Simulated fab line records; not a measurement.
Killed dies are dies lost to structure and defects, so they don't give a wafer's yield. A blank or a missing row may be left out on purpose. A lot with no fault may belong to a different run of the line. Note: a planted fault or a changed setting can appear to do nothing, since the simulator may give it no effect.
Matching of chambers | flow n5-finfet | 4 sister chambers for N5_MIM_TOP_ALD_00 on ald-hk-01
The step deposits Al2O3, purge time 3 s, co reactant pulse time 3 s. 4 wafers are shown with their chamber, then 9 later ones without.

== WAFERS WITH THEIR CHAMBER ==
wafer  | chamber | precursor-pulse-height-rel
L086.6 | 2       | 0.965
L094.2 | 3       | 1.000
L094.3 | 1       | 0.994
L094.4 | 0       | 0.986

== WAFERS WITHOUT THEIR CHAMBER ==
wafer  | precursor-pulse-height-rel
L093.2 | 0.976
L093.3 | 0.992
L093.4 | 1.013
L095.1 | 0.973
L095.4 | 1.013
L095.5 | 0.984
L096.1 | 0.990
L096.2 | 1.025
L096.4 | 0.997

== WHICH CHAMBER EACH WENT THROUGH ==
wafer  | from the rows above               | in truth
L093.2 | can't be placed: 0 or 2 or 1 or 3 | 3
L093.3 | can't be placed: 1 or 0 or 3      | 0
L093.4 | can't be placed: 3 or 1 or 0      | 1
L095.1 | can't be placed: 2 or 0 or 1 or 3 | 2
L095.4 | can't be placed: 3 or 1 or 0      | 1
L095.5 | can't be placed: 0 or 1 or 3 or 2 | 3
L096.1 | can't be placed: 0 or 1 or 3 or 2 | 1
L096.2 | can't be placed: 3 or 1 or 0      | 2
L096.4 | can't be placed: 1 or 3 or 0      | 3
Correct placement for 0 of the 9. Not placeable from these rows: 9 (in 8, the candidates include the true chamber). Wrongly placed: 0.
How it was worked out, from the rows above alone: a wafer's distance from a chamber is the root of the sum, over the readings, of the square of ((its reading less the chamber's mean) divided by the reading's scatter). If the next closest chamber is less than 2 further off than the closest, the wafer can't be placed; otherwise it belongs to the closest. For every chamber, the mean is computed from those of its wafers that are shown. The scatter: with one shown wafer a chamber, the root of the mean of the squares of how far each hidden wafer lies from its nearest shown one.
